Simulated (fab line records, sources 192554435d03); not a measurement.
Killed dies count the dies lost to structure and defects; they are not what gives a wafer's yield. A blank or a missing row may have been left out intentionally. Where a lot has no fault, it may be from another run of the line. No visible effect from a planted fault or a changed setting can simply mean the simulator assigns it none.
fab line records | flow n5_finfet
record: lots: 3 | wafers: 9 | last_day: 17
route steps=1938 shown FIN_CUT@160 STI_FIN_REVEAL@183 PASSIVATION@1936
lots that met no fault: from a run of the same line without faults
start_h: the number of hours between the record's first day and the start of the first shown wafer of the lot | wait_h: time in hours since the lot's previous step | " as in the row above | L1.1+2: one row covering several wafers at once | - no value, or no start was given | * or withheld: withheld | < > ~ a bound
route shown NAME@n: a module of which the file shows steps, and the number in the route of the first | usual: mean/standard deviation taken from wafers without a fault | same: alike in all rows | chamber/n: place in a boat | sites: per-site readings | _std_site: the values' standard deviation | _edge_site: inner sites' mean taken away from outer sites' mean | radius_mm: for every site, how far away it sits from the centre of the wafer | mask NAME#n: copy n | behind: tool/chamber where the wafer was last shaped | hold: why the lot was held/for how many hours/how that ended | device: the transistor (n, p or np) that didn't switch | end of line: the route-end tests of the same wafers | a step with no rows: only its recipe | killed: the dies lost at the first sort to structure and to defects; this is not the yield of the wafer | map: dies across one wafer; x = killed, . = not, _ = none there
set.NAME: setting as actually run; set.NAME@STEP: the setting as run at that earlier step | model.NAME: the simulator's own value behind a step, which no gauge read
lots at selected steps of the route; one table per step, one row per wafer
services: when a tool's chamber went out of use (start_h, in hours from the record's first day, below 0 if earlier), for how many hours, and the reason
== steps ==
step: N5_FIN_CUT_EXPOSE_05
recipe: mask_id: FIN_CUT | na: 0.33 | source_shape: annular | sigma_inner: 0.35 | sigma_outer: 0.8 | polarization: unpolarized | dose_mj: 45.75
step: N5_FIN_CUT_PEB_06
recipe: peb_temp_c: 100 | peb_time_s: 60 | resist: CAR-EUV
step: N5_FIN_CUT_DEVELOP_07
recipe: develop_time_s: 30 | developer: TMAH | resist: CAR-EUV | rinse_liquid: surfactant_rinse | dry: air_spin | dev_temp_c: 23
step: N5_FIN_CUT_DESCUM_13
recipe: chemistry: O2 | time_s: 7 | source_power_w: 50 | bias_power_w: 20 | pressure_mtorr: 20 | rf_frequency_hz: 2.712e+07 | temp_c: 40 | resist: CAR-EUV | o2_flow_sccm: 225
step: N5_FIN_CUT_ETCH_30
recipe: chemistry: N2/H2 | target: underlayer | target_depth_a: 130 | mask_material: CAR-EUV | time_s: 10.4 | ion_energy_ev: 200 | pressure_mtorr: 30 | source_w: 840 | bias_w: 150 | n2_flow_sccm: 200 | h2_flow_sccm: 200 | ends: cleared
step: N5_FIN_CUT_ETCH_20
recipe: chemistry: CF4 | target: SiARC | target_depth_a: 260 | mask_material: CAR-EUV | time_s: 43.3 | ion_energy_ev: 80 | pressure_mtorr: 40 | source_w: 545 | bias_w: 36 | Ar_flow_sccm: 100 | cf4_flow_sccm: 100 | ends: cleared
step: N5_FIN_CUT_ETCH_21
recipe: chemistry: N2/H2 | target: SOC | target_depth_a: 2190 | overetch_a: 438 | mask_material: SiARC | temp_c: 40 | ion_energy_ev: 100 | bias_w: 61 | time_s: 523.5 | pressure_mtorr: 30 | source_w: 850 | n2_flow_sccm: 200 | h2_flow_sccm: 200
step: N5_FIN_CUT_STRIP_23
recipe: chemistry: N2/H2 | temp_c: 40 | n2_flow_sccm: 200 | h2_flow_sccm: 200 | rf_frequency_hz: 6e+07
step: N5_FIN_CUT_STRIP_31
recipe: chemistry: N2/H2 | temp_c: 40 | n2_flow_sccm: 200 | h2_flow_sccm: 200 | rf_frequency_hz: 6e+07
step: N5_FIN_CUT_STRIP_24
recipe: chemistry: CF4 | resist: SiARC | power_w: 300 | bias_power_w: 75 | pressure_mtorr: 50 | cf4_flow_sccm: 150 | rf_frequency_hz: 6e+07
usual: drypump_motor_current_A: 5.8/0.56 | oes_product_au: 0.80/0.079 | rf_vpp_V: 271.8/1.4 | showerhead_plenum_p_Torr: 1.81/0.055 | throttle_valve_pct: 13.50/0.25
lot.wafer | tool        | chamber | start_h | wait_h | drypump_motor_current_A | oes_product_au | rf_hours_counter_h | rf_vpp_V | showerhead_plenum_p_Torr | throttle_valve_pct
L404.1    | rie_diel-01 | 2       | 35.93   | 0.0    | 5.3                     | 0.68           | 229                | 271.2    | 1.75                     | 13.77
L404.4    | "           | 1       | "       | "      | 5.5                     | 0.92           | 26                 | 273.3    | 1.83                     | 13.04
L404.5    | "           | 2       | "       | "      | 5.4                     | 0.68           | -                  | 270.7    | 1.75                     | 13.78
L416.2    | rie_diel-01 | 0       | 106.25  | 0.0    | 6.8                     | 0.88           | 32                 | 274.4    | 1.89                     | 13.33
L416.4    | "           | 0       | "       | "      | 6.8                     | 0.88           | -                  | 272.9    | 1.89                     | 13.34
L416.5    | "           | 1       | "       | "      | 5.5                     | 0.88           | -                  | 272.1    | 1.82                     | 13.07
L423.1    | rie_diel-04 | 2       | 146.92  | 0.0    | 6.5                     | 0.75           | 127                | 268.7    | 1.73                     | 13.83
L423.4    | "           | 1       | "       | "      | 5.6                     | 0.77           | 104                | 273.4    | 1.80                     | 13.44
L423.6    | "           | 1       | "       | "      | 5.6                     | 0.77           | -                  | 272.0    | 1.80                     | 13.45
step: N5_FIN_CUT_CUT_ETCH_26
recipe: chemistry: CH3F/O2 | target: SiNx | target_depth_a: 390 | mask_material: SOC | time_s: 55.7 | pressure_mtorr: 30 | source_w: 395 | bias_w: 73 | Ar_flow_sccm: 150 | CH3F_flow_sccm: 30 | O2_flow_sccm: 20 | ion_energy_ev: 120
step: N5_FIN_CUT_CUT_ETCH_27
recipe: chemistry: CHF3/O2 | target: SiO2 | target_depth_a: 40 | mask_material: SOC | overetch_a: 20 | time_s: 4.9 | pressure_mtorr: 30 | source_w: 650 | bias_w: 170 | Ar_flow_sccm: 200 | CHF3_flow_sccm: 50 | O2_flow_sccm: 5 | ion_energy_ev: 200
step: N5_FIN_CUT_PRECLEAN_35
recipe: time_s: 13.3 | temp_c: 45 | pressure_torr: 125 | p_hf_torr: 3 | p_coreactant_torr: 25 | chemistry: vHF
step: N5_FIN_CUT_CUT_ETCH_15
recipe: chemistry: HBr/Cl2/O2 | target: Si | target_depth_a: 1000 | bt_time_s: 10 | mask_material: SOC | time_s: 42.4 | ion_energy_ev: * | bias_w: * | pressure_mtorr: 10 | icp_w: 800 | HBr_flow_sccm: 150 | Cl2_flow_sccm: 80 | O2_flow_sccm: 12
step: N5_FIN_CUT_CUT_ETCH_28
recipe: chemistry: HBr/Cl2/O2 | target: Si | target_depth_a: 60 | mask_material: SOC | time_s: 2.4 | ion_energy_ev: * | bias_w: * | pressure_mtorr: 10 | icp_w: 800 | HBr_flow_sccm: 150 | Cl2_flow_sccm: 80 | O2_flow_sccm: 12
step: N5_FIN_CUT_STRIP_22
recipe: chemistry: N2/H2 | power_w: 500 | temp_c: 40 | pressure_mtorr: 50 | rf_frequency_hz: 6e+07 | overash_fraction: 0.3 | bias_power_w: 8 | h2_frac: 0.5 | n2_flow_sccm: 300 | h2_flow_sccm: 300
step: N5_FIN_CUT_PRECLEAN_36
recipe: chemistry: O3/DIW | time_s: 60 | temp_c: 22 | o3_ppm: 10
step: N5_FIN_CUT_SRD_32
recipe: dry: ipa_marangoni | time_s: 30 | temp_c: 23 | rinse_liquid: diw
step: N5_FIN_CUT_UV_OZONE_34
recipe: time_s: 120 | pressure_torr: 760 | temp_c: 25
step: N5_STI_FIN_REVEAL_ALD_00
recipe: material: SiO2 | target_thk_a: 10 | temp_c: 300 | ald_precursor_family: BDEAS | ald_co_reactant: O2-plasma | pulse_time_s: 1 | pressure_torr: 2
step: N5_STI_FIN_REVEAL_ALD_14
recipe: material: Si3N4 | target_thk_a: 30 | temp_c: 400 | ald_precursor_family: SiH2I2 | ald_co_reactant: N2/H2-plasma | pressure_torr: 2
step: N5_STI_FIN_REVEAL_FCVD_FILL_01
recipe: material: SiO2_flowable | target_thk_a: 3120 | temp_c: 100 | pressure_torr: 0.8 | rf_w: 2000 | time_s: 512.2
step: N5_STI_FIN_REVEAL_DENSIFY_02
recipe: temp_c: 650 | ambient: steam | time_s: 1800 | idle_temp_c: 400 | densification_p_h2o_torr: 640
step: N5_STI_FIN_REVEAL_CMP_04
recipe: stop_on: Si3N4 | t_overpolish_s: 4 | down_force_psi: 2 | platen_rpm: 54.18 | post_cmp_clean: alkaline_brush | pad_velocity_m_s: 1.078 | target_thk_nm: 131.83
step: N5_STI_FIN_REVEAL_DENSIFY_30
recipe: temp_c: * | time_s: * | ambient: N2 | idle_temp_c: 600 | ramp_up_c_per_s: 150 | ramp_down_c_per_s: 60 | cool_to_c: 600
step: N5_STI_FIN_REVEAL_ETCHBACK_08
recipe: chemistry: C4F6/O2 | target: SiO2 | target_depth_a: 305 | time_s: 10.167 | ion_energy_ev: 250 | pressure_mtorr: 30 | source_w: 345 | bias_w: 185 | Ar_flow_sccm: 300 | C4F6_flow_sccm: 10 | O2_flow_sccm: 10
step: N5_STI_FIN_REVEAL_STRIP_24
recipe: chemistry: N2/H2 | time_s: 90 | power_w: 100 | temp_c: 40 | pressure_mtorr: 100 | rf_frequency_hz: 6e+07 | bias_power_w: 3 | n2_flow_sccm: 300 | h2_flow_sccm: 300
step: N5_STI_FIN_REVEAL_PRECLEAN_25
recipe: chemistry: SPM | time_s: 90 | temp_c: 120 | mix: 4:1
step: N5_STI_FIN_REVEAL_PRECLEAN_26
recipe: chemistry: SC1 | time_s: 45 | temp_c: 46 | mix: 1:2:100
step: N5_STI_FIN_REVEAL_PRECLEAN_29
recipe: chemistry: DHF | time_s: 30 | temp_c: 25 | dilution: 300:1
step: N5_STI_FIN_REVEAL_SRD_12
recipe: time_s: 30 | temp_c: 23 | rinse_liquid: diw | dry: ipa_marangoni
step: N5_STI_FIN_REVEAL_RECESS_09
recipe: chemistry: HF/NH3 | target: SiO2 | afs_cycles: 11 | target_depth_a: 425 | temp_c: 30 | sublimation_temp_c: 180 | sublimation_time_s: 60
step: N5_STI_FIN_REVEAL_STRIP_16
recipe: chemistry: H3PO4 | material: SiNx | temp_c: 165 | target_depth_a: 238 | overetch_fraction: 0.4964 | dry: ipa_marangoni
step: N5_STI_FIN_REVEAL_PRECLEAN_17
recipe: chemistry: NF3:NH3 | afs_cycles: 1 | temp_c: 30 | time_s: 20 | sublimation_temp_c: 180 | sublimation_time_s: 60 | pressure_torr: 3 | rf_power_w: 30
step: N5_STI_FIN_REVEAL_ETCH_34
recipe: chemistry: H2 | mode: isotropic | material: Si | target: Si | target_depth_a: 9.7 | temp_c: 20 | pressure_mtorr: 4.5 | icp_w: 300 | bias_w: 0 | h2_flow_sccm: 7.5 | he_flow_sccm: 142.5
step: N5_STI_FIN_REVEAL_OXIDATION_31
recipe: chemistry: O2_PLASMA_REMOTE | temp_c: 150 | time_s: 20 | pressure_mtorr: 1000 | source_power_w: 2000 | o2_flow_sccm: 3000
step: N5_STI_FIN_REVEAL_PRECLEAN_32
recipe: chemistry: NF3:NH3 | afs_cycles: 1 | temp_c: 30 | time_s: 20 | sublimation_temp_c: 180 | sublimation_time_s: 60 | pressure_torr: 3 | rf_power_w: 30
step: N5_PASSIVATION_PROBE_49
usual: defect_limited_yield: 91.2/1.5 | killed_at_M0_to_M3: 36/10 | killed_at_M4_up: 13/6 | killed_at_contacts: 11/5.2 | killed_at_front_end: 40/11 | killed_at_other: 3.1/2.9 | killed_dies: 104/17 | killed_on_rim: 14/3.6 | killed_open: 66/12 | killed_short: 34/7.7 | sort_bin_5_function: 5.1/0.91 | sort_bin_6_memory: 3.2/0.67 | sort_n_pass: 1076/17 | sort_yield_pct: 91.2/1.5
same: gross_dies: 1180 | killed_at_back_side: 0 | sort_bin_4_leakage[%]: 0 | sort_bin_8_speed[%]: 0
lot.wafer | tool      | chamber | start_h | wait_h | defect_limited_yield[%] | killed_at_M0_to_M3 | killed_at_M4_up | killed_at_contacts | killed_at_front_end | killed_at_other | killed_dies | killed_on_rim | killed_open | killed_short | sort_bin_5_function[%] | sort_bin_6_memory[%] | sort_n_pass | sort_yield_pct[%]
L416.5    | prober-02 | -       | 353.11  | 0.9    | 87.5                    | 30                 | 10              | 15                 | 91                  | 2               | 148         | 25            | 63          | 25           | 8.0                    | 3.3                  | 1032        | 87.5
killed by level:class
L416.5 FIN_CUT:unspecified=58 MOL_CONTACT_COAG:geometric_particle:open=14 BEOL_M3:geometric_particle:open=8 BEOL_M0_SAQP:geometric_particle:short=7 FIN_SAQP:geometric_particle:open=6 BEOL_M0_SAQP:geometric_particle:open=6 BEOL_M4:geometric_particle:open=6 FIN_SAQP:geometric_particle:short=5
map L416.5 (x killed, . not)
_________________x.....x..x..________________
______________.................._____________
___________.......x................__________
__________.x........................_________
________xx...x....x......xxx.........._______
_______xxxx..x.........................______
______xxxxx.x..........................._____
_____xxxxxxxx....x..........x...x........____
____xxxxxxxxx......xx.....x...............___
___xxxxxxxxx.x................x............__
___xxxx.x...............x........x......x..__
__xxxxxxx..xx.....x..x..........xx.........._
__x..x.xx...................x..............._
_x..x......x.........................x.......
_....x....x...........x.....x.x..x..........x
_...........x...............x............x...
_.........x....................x..x..........
_.................x..................x.......
_.......x..x..............x.......x..........
_.........x.......x.................x........
_..x.......x......xxx..........x.............
__..x.......x.......x.x....................._
__......x..........x............xx......x..._
___...............x........x.......x.......__
___.................................x......__
____.......x...............x..........x...___
_____..........xx.........x.....x.....x..____
______.................................._____
_______...x...x.....x.................x______
________.................x............_______
__________....x.......x............._________
___________.....x..................__________
______________..x.....x...x..x.._____________
_________________............________________
map L404.5 (x killed, . not)
_________________....x....x..________________
______________x.........x......._____________
___________x.x.....................__________
__________....................x....._________
________.....x.........x.............._______
_______...............................x______
______..x..........................xx..._____
_____xx........x.....x.......xxx.....x...____
____....x........x........................___
___.................x...x.............x..xx__
___.......x.x.......x.x.....x........x.....__
__...x.......x.....x.........x.............._
__..x........x................x............._
_x.x.....x........x....................x...x.
_.x...................x........x........x....
_...xx.x......x...x............x......x..xx..
_...............xx..x........xx............xx
_.....................x...............x.x....
_.x...x.....x......x.......x.....x...x.......
_x..................x.x...x......x.......x...
_........x......x.....................x......
__............x................x......x....._
__........................x......x.........._
___..x.........x.....x.....x........x.x..x.__
___.x..x..........xx.............xx........__
____.......x..x..........x.......x..xx....___
_____.....x...............x..x.....x.....____
______............xx.....x..........xxx._____
_______.............x.................x______
________..x............x....x...xxx..._______
__________...................x......_________
___________....x....x..............__________
______________.......x.........._____________
_________________....x.....x.________________
== services ==
tool        | chamber | start_h | hours | kind
rie_diel-01 | 2       | 104.60  | -     | clean
rie_diel-01 | 2       | 104.60  | -     | consumable_replace:focus_ring
rie_diel-01 | 2       | 104.60  | 26.7  | scheduled_down
rie_diel-01 | 2       | 104.60  | 26.7  | vent_cycle
rie_diel-01 | 3       | 108.65  | 45.3  | repair
== key ==
first_sign: step: N5_PASSIVATION_PROBE_49 | reading: killed_at_front_end | direction: up | sigmas: 4.6 | usual: 40 | struck: 91
effect: step: N5_PASSIVATION_PROBE_49 | reading: defect_limited_yield | direction: down | sigmas: 2.6 | usual: 91.2 | struck: 87.5
more_kills_born_at: N5_FIN_CUT_STRIP_24@rie_diel-01: 58
met_at N5_FIN_CUT_STRIP_24
struck_wafers L416.5
onset_between 35.93 106.25
fault: kind: chamber_particle_source | tool: rie_diel-01 | chamber: 1 | onset_h: 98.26 | steps: N5_FIN_CUT_STRIP_24 | rate_per_visit_cm2: 0.4673 | end_h: 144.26
